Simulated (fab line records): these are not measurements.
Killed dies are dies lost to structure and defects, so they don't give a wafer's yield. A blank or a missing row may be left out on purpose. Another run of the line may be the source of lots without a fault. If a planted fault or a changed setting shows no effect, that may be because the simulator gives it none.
A single fault, viewed from 3 desks | flow n5Finfet | what lay behind the numbers comes last; until then each desk has only its own

== TOOL OWNER'S DESK, rieDiel-05 ==
The tool's own readings at N5_BEOL_M3_ETCH_70 (etches SOC in N2/H2, target depth 80 nm, overetch 16 nm, time 120 s): means of the sampled wafers that have a number, for each lot that ran on this tool. Any lot whose mean is over 4 standard deviations away from the usual mean is out of limits and marked OUT; that distance is given in the brackets.
Columns: A = biasW at N5_BEOL_M3_ETCH_70, usual 150.0 W; B = drypumpMotorCurrentA at N5_BEOL_M3_ETCH_70, usual 5.7 A; C = oesProductAu at N5_BEOL_M3_ETCH_70, usual 0.61 a.u.; D = rfFwdPowerW at N5_BEOL_M3_ETCH_70, usual 835 W; E = rfVppV at N5_BEOL_M3_ETCH_70, usual 524 V; F = showerheadPlenumPTorr at N5_BEOL_M3_ETCH_70, usual 2.54 Torr; G = throttleValvePct at N5_BEOL_M3_ETCH_70, usual 17.78 %
lot  | first seen here | A     | B   | C    | D             | E             | F    | G
L668 | day 8 20:40     | 149.8 | 6.4 | 0.56 | 835           | 520           | 2.44 | 17.87
L678 | day 11 11:22    | 149.6 | 5.8 | 0.64 | 631 (-68) OUT | 571 (+15) OUT | 2.47 | 17.79
L679 | day 11 14:00    | 150.3 | 5.9 | 0.58 | 634 (-67) OUT | 571 (+15) OUT | 2.44 | 17.79
This desk's finding: out of limits on L678, L679; first on L678, day 11 11:22 (rfFwdPowerW at N5_BEOL_M3_ETCH_70). L668: within limits.

== THE DEFECT DESK ==
Lot by lot, what the route's inspections counted, given as the mean of those sampled wafers with a number. Any lot whose mean is over 4 standard deviations away from the usual mean is out of limits and marked OUT; that distance is given in the brackets.
Columns: A = rawDefectCount at N5_BEOL_M3_INSPECT_30, usual 411
lot  | first seen here | A
L662 | day 7 11:22     | 450
L668 | day 8 17:58     | 347
L678 | day 11 08:11    | 356
L679 | day 11 13:39    | 493
L682 | day 12 11:34    | 314
L684 | day 12 22:20    | 388
Result from this desk: across the 6 lots, nothing is out of limits.

== FROM THE METROLOGY DESK ==
Lot by lot, what the gauges showed, no matter which tool ran the lot: averages of those sampled wafers that carry a number. Any lot whose mean is over 4 standard deviations away from the usual mean is out of limits and marked OUT; that distance is given in the brackets. 7 of its 12 readings are shown, namely those furthest out on some lot.
Columns: A = V2_OVL at N5_BEOL_M3_OVL_MEAS_29, usual -0.4 nm; B = DIBL_P at N5_BEOL_M4_RC_MEAS_101, usual 36.2 mV/V; C = IOFF_N at N5_BEOL_M4_RC_MEAS_101, usual 0.157 nA/um; D = IOFF_P at N5_BEOL_M4_RC_MEAS_101, usual 0.206 nA/um; E = SS_P at N5_BEOL_M4_RC_MEAS_101, usual 73.2 mV/dec; F = VT_N at N5_BEOL_M4_RC_MEAS_101, usual 249.9 mV; G = VT_P at N5_BEOL_M4_RC_MEAS_101, usual -250.6 mV
lot  | first seen here | A    | B    | C     | D     | E    | F     | G
L662 | day 7 11:01     | 0.3  | 36.0 | 0.151 | 0.195 | 73.4 | 251.1 | -252.3
L668 | day 8 17:53     | 0.6  | 36.9 | 0.180 | 0.243 | 73.4 | 246.9 | -246.6
L678 | day 11 08:06    | -0.6 | 37.1 | 0.163 | 0.203 | 73.0 | 249.1 | -250.9
L679 | day 11 13:34    | -0.6 | 36.0 | 0.152 | 0.213 | 73.0 | 249.9 | -248.5
L682 | day 12 11:29    | -0.6 | 35.6 | 0.161 | 0.227 | 73.2 | 249.4 | -247.6
L684 | day 12 22:14    | -0.6 | 39.4 | 0.191 | 0.221 | 73.7 | 245.9 | -250.3
Result from this desk: across the 6 lots, nothing is out of limits.

== ALL TOGETHER ==
At day 11 11:22, on L678, L679, the tool owner's desk was in a position to raise an alarm.
No out-of-limits result turned up at the defect desk.
Metrology desk: nothing out of limits seen.
The defect desk has L678, L679 on record, within its limits.
The metrology desk has L678, L679 on record, within its limits.
On rieDiel-05, each named lot ran N5_BEOL_M3_ETCH_70.

== WHAT HAD BEEN PUT IN BY THE SIMULATOR ==
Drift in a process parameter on rieDiel-05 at N5_BEOL_M3_ETCH_70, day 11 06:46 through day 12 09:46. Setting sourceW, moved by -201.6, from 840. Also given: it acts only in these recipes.
Shown lots that were struck: L678, L679.
Each desk's first reading out of limits, in hours after the fault started: the tool owner's desk, 5.
